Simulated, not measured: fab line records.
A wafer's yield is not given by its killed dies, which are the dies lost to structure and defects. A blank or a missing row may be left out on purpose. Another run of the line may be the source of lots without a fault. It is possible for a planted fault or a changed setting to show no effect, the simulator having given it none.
Which of the tools did it? :: flow nandHarc :: Sampling: 13 lots, 39 wafers, 6 of 1302 route steps

## WHAT THE GAUGES SHOWED, per wafer
NHARC_A_DECK1_JOINT_THK_MEAS_14: measures by ellipsometry. Usual: thkNm reads 50.9 nm (standard deviation 1.7).
lot: L282
measured: day 11 08:16
on: filmMetro-02
thkNm (nm): 50.3 53.5 51.3
flag: 

lot: L283
measured: day 11 18:22
on: filmMetro-02
thkNm (nm): 50.6 50.0 52.9
flag: 

lot: L285
measured: day 12 11:11
on: filmMetro-01
thkNm (nm): 49.9 51.3 51.6
flag: 

lot: L284
measured: day 12 11:11
on: filmMetro-02
thkNm (nm): 51.5 51.0 49.5
flag: 

lot: L288
measured: day 13 09:08
on: filmMetro-02
thkNm (nm): 54.3 51.4 52.6
flag: 

lot: L287
measured: day 13 09:07
on: filmMetro-01
thkNm (nm): 49.7 48.8 51.9
flag: 

lot: L289
measured: day 14 02:14
on: filmMetro-01
thkNm (nm): 51.8 51.9 50.8
flag: 

lot: L290
measured: day 14 15:22
on: filmMetro-02
thkNm (nm): 50.3 51.8 49.0
flag: 

lot: L298
measured: day 18 00:23
on: filmMetro-01
thkNm (nm): 51.6 50.1 49.1
flag: 

lot: L300
measured: day 18 23:44
on: filmMetro-02
thkNm (nm): 52.5 51.5 50.6
flag: 

lot: L301
measured: day 19 05:16
on: filmMetro-02
thkNm (nm): 53.4 53.7 50.8
flag: 

lot: L302
measured: day 19 17:44
on: filmMetro-01
thkNm (nm): 50.2 52.7 51.5
flag: 

lot: L303
measured: day 19 21:27
on: filmMetro-02
thkNm (nm): 49.5 51.6 49.0
flag: 

NHARC_A_ONON_D2_THK_MEAS_18: measures by ellipsometry. Usual: thkNm reads 998 nm (standard deviation 9.2).
lot: L282
measured: day 13 02:27
on: filmMetro-02
thkNm (nm): 1002 1002 1001
flag: 

lot: L283
measured: day 13 02:28
on: filmMetro-01
thkNm (nm): 998 997 998
flag: 

lot: L285
measured: day 14 03:29
on: filmMetro-01
thkNm (nm): 979 977 977
flag: 

lot: L284
measured: day 14 03:49
on: filmMetro-01
thkNm (nm): 993 991 993
flag: 

lot: L288
measured: day 14 23:50
on: filmMetro-02
thkNm (nm): 1001 1003 1003
flag: 

lot: L287
measured: day 14 23:48
on: filmMetro-01
thkNm (nm): 1013 1012 1011
flag: 

lot: L289
measured: day 15 14:55
on: filmMetro-01
thkNm (nm): 997 998 998
flag: 

lot: L290
measured: day 16 04:00
on: filmMetro-01
thkNm (nm): 1012 1012 1011
flag: 

lot: L298
measured: day 19 09:06
on: filmMetro-01
thkNm (nm): 1532 1530 1530
flag: OFF

lot: L300
measured: day 20 09:19
on: filmMetro-01
thkNm (nm): 986 987 987
flag: 

lot: L301
measured: day 20 15:09
on: filmMetro-02
thkNm (nm): 1551 1551 1550
flag: OFF

lot: L302
measured: day 21 03:47
on: filmMetro-02
thkNm (nm): 1534 1534 1534
flag: OFF

lot: L303
measured: day 21 03:47
on: filmMetro-01
thkNm (nm): 1004 1004 1006
flag: 

NHARC_END_SORT_01. Usual: killedAtArray 57, standard deviation 18; killedAtOther 0.9, standard deviation 1.3; killedAtPeriphery 3.5, standard deviation 2.2; killedDies 62, standard deviation 18; killedOpen 3.0, standard deviation 1.7; killedShort 2.3, standard deviation 1.5.
lot: L282
measured: day 24 18:43
on: prober-01
killedAtArray: 74 95 69
killedAtOther: 0 1 0
killedAtPeriphery: 6 3 2
killedDies: 80 99 71
killedOpen: 5 5 2
killedShort: 3 9 0
flag: 

lot: L289
measured: day 27 20:34
on: prober-01
killedAtArray: 47 40 52
killedAtOther: 3 1 3
killedAtPeriphery: 4 4 2
killedDies: 54 45 57
killedOpen: 1 5 1
killedShort: 2 1 3
flag: 

lot: L298
measured: day 30 18:09
on: prober-01
killedAtArray: 672 671 670
killedAtOther: 1 0 1
killedAtPeriphery: 4 6 6
killedDies: 677 677 677
killedOpen: 3 6 4
killedShort: 0 1 5
flag: OFF

lot: L301
measured: day 31 20:43
on: prober-02
killedAtArray: 675 674 673
killedAtOther: 1 2 1
killedAtPeriphery: 1 1 3
killedDies: 677 677 677
killedOpen: 4 3 0
killedShort: 2 4 1
flag: OFF

lot: L302
measured: day 32 21:43
on: prober-02
killedAtArray: 671 675 672
killedAtOther: 0 0 0
killedAtPeriphery: 6 2 5
killedDies: 677 677 677
killedOpen: 1 1 2
killedShort: 3 3 1
flag: OFF

lot: L303
measured: day 32 19:23
on: prober-01
killedAtArray: 75 66 53
killedAtOther: 1 1 1
killedAtPeriphery: 3 3 2
killedDies: 79 70 56
killedOpen: 2 4 3
killedShort: 5 2 3
flag: 

## TOOL THAT RAN EACH LOT (tool first, then ch and the chambers of the sampled wafers, then the start)
lot: L282
NHARC_A_DECK1_JOINT_ETCHBACK_07: rieSi-06 ch 0,3, day 10 21:43
NHARC_A_ONON_D2_DEP_16: pecvdOnon-02 ch 0, day 13 02:00
NHARC_A_CHANNEL_HOLE_D2_DEP_01: pecvd-03 ch 0,2, day 13 09:03

lot: L283
NHARC_A_DECK1_JOINT_ETCHBACK_07: rieSi-06 ch 0,2,3, day 11 07:18
NHARC_A_ONON_D2_DEP_16: pecvdOnon-03 ch 0, day 13 01:57
NHARC_A_CHANNEL_HOLE_D2_DEP_01: pecvd-02 ch 0,2, day 13 08:32

lot: L285
NHARC_A_DECK1_JOINT_ETCHBACK_07: rieSi-06 ch 0,1,3, day 12 00:52
NHARC_A_ONON_D2_DEP_16: pecvdOnon-02 ch 0, day 14 02:58
NHARC_A_CHANNEL_HOLE_D2_DEP_01: pecvd-02 ch 2, day 14 08:51

lot: L284
NHARC_A_DECK1_JOINT_ETCHBACK_07: rieSi-04 ch 0,1,2, day 12 00:52
NHARC_A_ONON_D2_DEP_16: pecvdOnon-03 ch 0, day 14 03:19
NHARC_A_CHANNEL_HOLE_D2_DEP_01: pecvd-02 ch 0,2, day 14 09:34

lot: L288
NHARC_A_DECK1_JOINT_ETCHBACK_07: rieSi-04 ch 0,2,3, day 12 22:37
NHARC_A_ONON_D2_DEP_16: pecvdOnon-02 ch 0, day 14 23:26
NHARC_A_CHANNEL_HOLE_D2_DEP_01: pecvd-02 ch 0,1, day 15 06:10

lot: L287
NHARC_A_DECK1_JOINT_ETCHBACK_07: rieSi-01 ch 0,1,3, day 12 22:37
NHARC_A_ONON_D2_DEP_16: pecvdOnon-01 ch 0, day 14 23:18
NHARC_A_CHANNEL_HOLE_D2_DEP_01: pecvd-03 ch 0,1, day 15 06:18

lot: L289
NHARC_A_DECK1_JOINT_ETCHBACK_07: rieSi-01 ch 1,3, day 13 14:28
NHARC_A_ONON_D2_DEP_16: pecvdOnon-02 ch 0, day 15 14:28
NHARC_A_CHANNEL_HOLE_D2_DEP_01: pecvd-03 ch 0,1,2, day 15 19:45

lot: L290
NHARC_A_DECK1_JOINT_ETCHBACK_07: rieSi-01 ch 2,3, day 14 04:26
NHARC_A_ONON_D2_DEP_16: pecvdOnon-01 ch 0, day 16 03:33
NHARC_A_CHANNEL_HOLE_D2_DEP_01: pecvd-02 ch 1,2, day 16 08:52

lot: L298
NHARC_A_DECK1_JOINT_ETCHBACK_07: rieSi-04 ch 2,3, day 17 13:49
NHARC_A_ONON_D2_DEP_16: pecvdOnon-02 ch 0, day 19 08:35
NHARC_A_CHANNEL_HOLE_D2_DEP_01: -

lot: L300
NHARC_A_DECK1_JOINT_ETCHBACK_07: rieSi-04 ch 2,3, day 18 11:14
NHARC_A_ONON_D2_DEP_16: pecvdOnon-01 ch 0, day 20 08:48
NHARC_A_CHANNEL_HOLE_D2_DEP_01: pecvd-02 ch 1,2, day 20 14:10

lot: L301
NHARC_A_DECK1_JOINT_ETCHBACK_07: rieSi-04 ch 2,3, day 18 18:41
NHARC_A_ONON_D2_DEP_16: pecvdOnon-02 ch 0, day 20 14:38
NHARC_A_CHANNEL_HOLE_D2_DEP_01: -

lot: L302
NHARC_A_DECK1_JOINT_ETCHBACK_07: rieSi-01 ch 0,1, day 19 07:19
NHARC_A_ONON_D2_DEP_16: pecvdOnon-02 ch 0, day 21 03:19
NHARC_A_CHANNEL_HOLE_D2_DEP_01: -

lot: L303
NHARC_A_DECK1_JOINT_ETCHBACK_07: rieSi-06 ch 0,1, day 19 10:56
NHARC_A_ONON_D2_DEP_16: pecvdOnon-01 ch 0, day 21 03:23
NHARC_A_CHANNEL_HOLE_D2_DEP_01: pecvd-01 ch 0,1, day 21 08:52
- NHARC_A_DECK1_JOINT_ETCHBACK_07: etches the open film in HBr, target depth 105 nm, time 26.9 s.
- NHARC_A_ONON_D2_DEP_16: target thk 1000 nm.
- NHARC_A_CHANNEL_HOLE_D2_DEP_01: deposits SiON, target thk 140 nm.

## AS READ BY THE TOOLS THEMSELVES (means over the sampled wafers that have a number; for cases with no such wafer, the mark the record gives instead)
NHARC_A_DECK1_JOINT_ETCHBACK_07. Usual: drypumpMotorCurrentA 5.8 A, standard deviation 0.35; oesProductAu 0.999 a.u., standard deviation 0.0089; throttleValvePct 23.266 %, standard deviation 0.0089.
lot: L282
tool: rieSi-06
drypumpMotorCurrentA (A): 5.9
oesProductAu (a.u.): 0.998
throttleValvePct (%): 23.265
flag: 

lot: L283
tool: rieSi-06
drypumpMotorCurrentA (A): 5.9
oesProductAu (a.u.): 1.002
throttleValvePct (%): 23.264
flag: 

lot: L285
tool: rieSi-06
drypumpMotorCurrentA (A): 6.1
oesProductAu (a.u.): 0.990
throttleValvePct (%): 23.269
flag: 

lot: L284
tool: rieSi-04
drypumpMotorCurrentA (A): 5.9
oesProductAu (a.u.): 0.999
throttleValvePct (%): 23.265
flag: 

lot: L288
tool: rieSi-04
drypumpMotorCurrentA (A): 6.0
oesProductAu (a.u.): 0.985
throttleValvePct (%): 23.268
flag: 

lot: L287
tool: rieSi-01
drypumpMotorCurrentA (A): 5.4
oesProductAu (a.u.): 0.996
throttleValvePct (%): 23.265
flag: 

lot: L289
tool: rieSi-01
drypumpMotorCurrentA (A): 5.3
oesProductAu (a.u.): 0.995
throttleValvePct (%): 23.265
flag: 

lot: L290
tool: rieSi-01
drypumpMotorCurrentA (A): 5.6
oesProductAu (a.u.): 1.015
throttleValvePct (%): 23.264
flag: 

lot: L298
tool: rieSi-04
drypumpMotorCurrentA (A): 6.0
oesProductAu (a.u.): 0.998
throttleValvePct (%): 23.268
flag: 

lot: L300
tool: rieSi-04
drypumpMotorCurrentA (A): 5.9
oesProductAu (a.u.): 1.006
throttleValvePct (%): 23.262
flag: 

lot: L301
tool: rieSi-04
drypumpMotorCurrentA (A): 6.0
oesProductAu (a.u.): 0.997
throttleValvePct (%): 23.258
flag: 

lot: L302
tool: rieSi-01
drypumpMotorCurrentA (A): 5.3
oesProductAu (a.u.): 1.000
throttleValvePct (%): 23.272
flag: 

lot: L303
tool: rieSi-06
drypumpMotorCurrentA (A): 6.4
oesProductAu (a.u.): 1.002
throttleValvePct (%): 23.268
flag: 

NHARC_A_ONON_D2_DEP_16. Usual: n2oFlowSccm 1999 sccm, standard deviation 6.4; susceptorTempC 400.00 C, standard deviation 0.21.
lot: L282
tool: pecvdOnon-02
n2oFlowSccm (sccm): 2004
susceptorTempC (C): 400.16
flag: 

lot: L283
tool: pecvdOnon-03
n2oFlowSccm (sccm): 2002
susceptorTempC (C): 399.72
flag: 

lot: L285
tool: pecvdOnon-02
n2oFlowSccm (sccm): 2002
susceptorTempC (C): 400.01
flag: 

lot: L284
tool: pecvdOnon-03
n2oFlowSccm (sccm): 2008
susceptorTempC (C): 400.06
flag: 

lot: L288
tool: pecvdOnon-02
n2oFlowSccm (sccm): 1995
susceptorTempC (C): 399.80
flag: 

lot: L287
tool: pecvdOnon-01
n2oFlowSccm (sccm): 1999
susceptorTempC (C): 400.19
flag: 

lot: L289
tool: pecvdOnon-02
n2oFlowSccm (sccm): 1998
susceptorTempC (C): 399.96
flag: 

lot: L290
tool: pecvdOnon-01
n2oFlowSccm (sccm): 2000
susceptorTempC (C): 400.05
flag: 

lot: L298
tool: pecvdOnon-02
n2oFlowSccm (sccm): 1992
susceptorTempC (C): 400.12
flag: 

lot: L300
tool: pecvdOnon-01
n2oFlowSccm (sccm): 1997
susceptorTempC (C): 399.88
flag: 

lot: L301
tool: pecvdOnon-02
n2oFlowSccm (sccm): 2002
susceptorTempC (C): 400.19
flag: 

lot: L302
tool: pecvdOnon-02
n2oFlowSccm (sccm): 1989
susceptorTempC (C): 399.94
flag: 

lot: L303
tool: pecvdOnon-01
n2oFlowSccm (sccm): 1993
susceptorTempC (C): 400.16
flag: 

NHARC_A_CHANNEL_HOLE_D2_DEP_01. Usual: heaterPowerW 742 W, standard deviation 63; susceptorTempC 400.02 C, standard deviation 0.19.
lot: L282
tool: pecvd-03
heaterPowerW (W): 795
susceptorTempC (C): 399.90
flag: 

lot: L283
tool: pecvd-02
heaterPowerW (W): 760
susceptorTempC (C): 400.02
flag: 

lot: L285
tool: pecvd-02
heaterPowerW (W): 783
susceptorTempC (C): 400.11
flag: 

lot: L284
tool: pecvd-02
heaterPowerW (W): 751
susceptorTempC (C): 399.97
flag: 

lot: L288
tool: pecvd-02
heaterPowerW (W): 615
susceptorTempC (C): 400.14
flag: 

lot: L287
tool: pecvd-03
heaterPowerW (W): 782
susceptorTempC (C): 400.15
flag: 

lot: L289
tool: pecvd-03
heaterPowerW (W): 772
susceptorTempC (C): 400.08
flag: 

lot: L290
tool: pecvd-02
heaterPowerW (W): 662
susceptorTempC (C): 400.07
flag: 

lot: L300
tool: pecvd-02
heaterPowerW (W): 695
susceptorTempC (C): 399.71
flag: 

lot: L303
tool: pecvd-01
heaterPowerW (W): 779
susceptorTempC (C): 399.81
flag: 

## THE ANSWER, worked out from the rows above alone
Rule: a lot is off if the mean of its wafers that have a number lies more than 3 standard deviations from the usual mean. A lot without any number at a reading at which 4 lots or more have one is off too. The other lots that the step has rows for count as sound. Order of review: gauges by route order, followed by the tools' own readings, for which a lot's mean as printed above is used. The first step at which some lot is off is used, and at that step the reading that is off furthest; a lot without a number counts as furthest.
Off at NHARC_A_ONON_D2_THK_MEAS_18 (thkNm): L298, L301, L302.
A tool fits if, at a process step before that reading, it ran every lot that is off, and no sound lot after the first of them. Not tried: the gauges at NHARC_A_ONON_D2_THK_MEAS_18; whatever is off there is also off at NHARC_END_SORT_01, on other tools, and gauge error can't account for it. One candidate fits, namely pecvdOnon-02 at NHARC_A_ONON_D2_DEP_16. Its last sound lot is L289 (day 15 14:28), its first lot that is off L298 (day 19 08:35): a fault that began between those two fits.

## WHAT WAS PUT IN BY THE SIMULATOR
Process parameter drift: pecvdOnon-02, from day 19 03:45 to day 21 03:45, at NHARC_A_ONON_D2_DEP_16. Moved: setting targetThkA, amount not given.
Shown lots that were struck: L298, L301, L302. The rule given above showed the same thing.
